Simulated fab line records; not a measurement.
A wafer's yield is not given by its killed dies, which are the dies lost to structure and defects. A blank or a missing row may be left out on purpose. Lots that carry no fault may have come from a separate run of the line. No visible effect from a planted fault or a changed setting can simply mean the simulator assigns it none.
Split-lot experiment / flow n5_finfet / 7 lots, 21 wafers read, on a route of 1938 steps

THE SPLIT
At N5_FIN_CUT_CUT_ETCH_15 (etches Si in HBr/Cl2/O2, target depth 100 nm, bt time 10 s, time 42.4 s), the setting time_s was moved away from the recipe's 42.4 s on 7 of the 21 wafers read, by -18.6% to +20.6%. All remaining wafers had this setting at the recipe value.

Reading taken at the split's own step.

THE READING
SOC_of_FIN_CUT_COAT_18.thk_nm (the simulator's own value, which no gauge read), in nm, at N5_FIN_CUT_CUT_ETCH_15 (etches Si in HBr/Cl2/O2, target depth 100 nm, bt time 10 s, time 42.4 s). There is no usual value for it anywhere in the file. Across the 14 wafers here that went through the recipe, the average is 169.0 nm and the standard deviation 1.4 nm.

wafer=L074.3; tool, chamber at the split=rie_si-06, 0; time_s as run, s=42.4; against the recipe=recipe; SOC_of_FIN_CUT_COAT_18.thk_nm, nm=168.8; against lot-mates on the recipe=-
wafer=L074.4; tool, chamber at the split=rie_si-06, 3; time_s as run, s=42.4; against the recipe=recipe; SOC_of_FIN_CUT_COAT_18.thk_nm, nm=166.6; against lot-mates on the recipe=-
wafer=L074.6; tool, chamber at the split=rie_si-06, 2; time_s as run, s=42.4; against the recipe=recipe; SOC_of_FIN_CUT_COAT_18.thk_nm, nm=168.8; against lot-mates on the recipe=-
wafer=L083.2; tool, chamber at the split=rie_si-03, 2; time_s as run, s=42.4; against the recipe=recipe; SOC_of_FIN_CUT_COAT_18.thk_nm, nm=169.8; against lot-mates on the recipe=-
wafer=L083.3; tool, chamber at the split=rie_si-03, 3; time_s as run, s=34.53; against the recipe=-18.6%; SOC_of_FIN_CUT_COAT_18.thk_nm, nm=176.4; against lot-mates on the recipe=+6.6
wafer=L083.6; tool, chamber at the split=rie_si-03, 3; time_s as run, s=34.53; against the recipe=-18.6%; SOC_of_FIN_CUT_COAT_18.thk_nm, nm=177.8; against lot-mates on the recipe=+8.0
wafer=L084.1; tool, chamber at the split=rie_si-01, 0; time_s as run, s=42.4; against the recipe=recipe; SOC_of_FIN_CUT_COAT_18.thk_nm, nm=170.4; against lot-mates on the recipe=-
wafer=L084.2; tool, chamber at the split=rie_si-01, 3; time_s as run, s=42.4; against the recipe=recipe; SOC_of_FIN_CUT_COAT_18.thk_nm, nm=167.8; against lot-mates on the recipe=-
wafer=L084.5; tool, chamber at the split=rie_si-01, 3; time_s as run, s=42.4; against the recipe=recipe; SOC_of_FIN_CUT_COAT_18.thk_nm, nm=168.6; against lot-mates on the recipe=-
wafer=L085.1; tool, chamber at the split=rie_si-06, 3; time_s as run, s=42.4; against the recipe=recipe; SOC_of_FIN_CUT_COAT_18.thk_nm, nm=167.4; against lot-mates on the recipe=-
wafer=L085.2; tool, chamber at the split=rie_si-06, 1; time_s as run, s=51.14; against the recipe=+20.6%; SOC_of_FIN_CUT_COAT_18.thk_nm, nm=161; against lot-mates on the recipe=-6.4
wafer=L085.6; tool, chamber at the split=rie_si-06, 2; time_s as run, s=42.4; against the recipe=recipe; SOC_of_FIN_CUT_COAT_18.thk_nm, nm=167.4; against lot-mates on the recipe=-
wafer=L089.1; tool, chamber at the split=rie_si-06, 0; time_s as run, s=45.85; against the recipe=+8.1%; SOC_of_FIN_CUT_COAT_18.thk_nm, nm=167; against lot-mates on the recipe=-1.6
wafer=L089.2; tool, chamber at the split=rie_si-06, 2; time_s as run, s=42.4; against the recipe=recipe; SOC_of_FIN_CUT_COAT_18.thk_nm, nm=168.6; against lot-mates on the recipe=-
wafer=L089.4; tool, chamber at the split=rie_si-06, 1; time_s as run, s=45.85; against the recipe=+8.1%; SOC_of_FIN_CUT_COAT_18.thk_nm, nm=167; against lot-mates on the recipe=-1.6
wafer=L092.2; tool, chamber at the split=rie_si-03, 1; time_s as run, s=42.4; against the recipe=recipe; SOC_of_FIN_CUT_COAT_18.thk_nm, nm=169; against lot-mates on the recipe=-
wafer=L092.4; tool, chamber at the split=rie_si-03, 3; time_s as run, s=35.58; against the recipe=-16.1%; SOC_of_FIN_CUT_COAT_18.thk_nm, nm=174.8; against lot-mates on the recipe=+5.8
wafer=L092.6; tool, chamber at the split=rie_si-03, 0; time_s as run, s=35.58; against the recipe=-16.1%; SOC_of_FIN_CUT_COAT_18.thk_nm, nm=174.2; against lot-mates on the recipe=+5.2
wafer=L096.2; tool, chamber at the split=rie_si-03, 2; time_s as run, s=42.4; against the recipe=recipe; SOC_of_FIN_CUT_COAT_18.thk_nm, nm=172; against lot-mates on the recipe=-
wafer=L096.4; tool, chamber at the split=rie_si-03, 3; time_s as run, s=42.4; against the recipe=recipe; SOC_of_FIN_CUT_COAT_18.thk_nm, nm=170.6; against lot-mates on the recipe=-
wafer=L096.5; tool, chamber at the split=rie_si-03, 0; time_s as run, s=42.4; against the recipe=recipe; SOC_of_FIN_CUT_COAT_18.thk_nm, nm=170.6; against lot-mates on the recipe=-

THE FIT
A straight line over all 21 wafers: SOC_of_FIN_CUT_COAT_18.thk_nm changes by -0.38 nm for each +1% of time_s; r = -0.94; the points scatter about the line by 1.4 nm.
The same after taking each lot's own level away (the mean of its wafers on the recipe; 21 wafers): -0.339 nm for each +1%; r = -0.97; scatter 0.83 nm.
Per that fit: largest time_s move, reading shift of 7 nm.
The lots' own levels span 167.40 to 171.07 nm, that is 2.5 times the standard deviation above.
Thus the slope moves with the lot-to-lot level: the two fits are different.
Check: -6.93 nm against its lot-mates is what the line predicts for one of the wafers moved furthest among these (+20.6%) when that wafer is left out of the fit. Against them it came out at -6.4 nm.

FURTHER SPLITS ON THESE WAFERS
Other splits were also applied to these wafers ahead of the reading. Each is held against what the fit with the lots' levels taken away leaves over:
other split on the same wafers=N5_WELL_APT_COAT_02 spin_rpm; wafers away from the commonest value=6; r with SOC_of_FIN_CUT_COAT_18.thk_nm (lot level and that fit taken away)=+0.10
other split on the same wafers=N5_FIN_CUT_EXPOSE_05 dose_mj; wafers away from the commonest value=6; r with SOC_of_FIN_CUT_COAT_18.thk_nm (lot level and that fit taken away)=+0.19

THE WHOLE CHAIN: every reading that the file lists as answering this split, in the file's order
step=N5_FIN_CUT_CUT_ETCH_15; what it does=etches Si in HBr/Cl2/O2, target depth 100 nm, bt time 10 s, time 42.4 s; reading=etch.depth_nm (the simulator's own value, which no gauge read); change (the file's fit)=+1.03 nm for each +1% of the setting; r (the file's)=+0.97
step=N5_FIN_CUT_CUT_ETCH_15; what it does=etches Si in HBr/Cl2/O2, target depth 100 nm, bt time 10 s, time 42.4 s; reading=FIN_CUT.feature_depth_nm (the simulator's own value, which no gauge read); change (the file's fit)=+1.03 nm for each +1% of the setting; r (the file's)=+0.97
step=N5_FIN_CUT_CUT_ETCH_15; what it does=etches Si in HBr/Cl2/O2, target depth 100 nm, bt time 10 s, time 42.4 s; reading=SOC_of_FIN_CUT_COAT_18.thk_nm (the simulator's own value, which no gauge read); change (the file's fit)=-0.337 nm for each +1% of the setting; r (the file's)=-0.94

THE FILE'S OWN FIT
SOC_of_FIN_CUT_COAT_18.thk_nm changes by -0.337 nm for each +1% of time_s, r = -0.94.
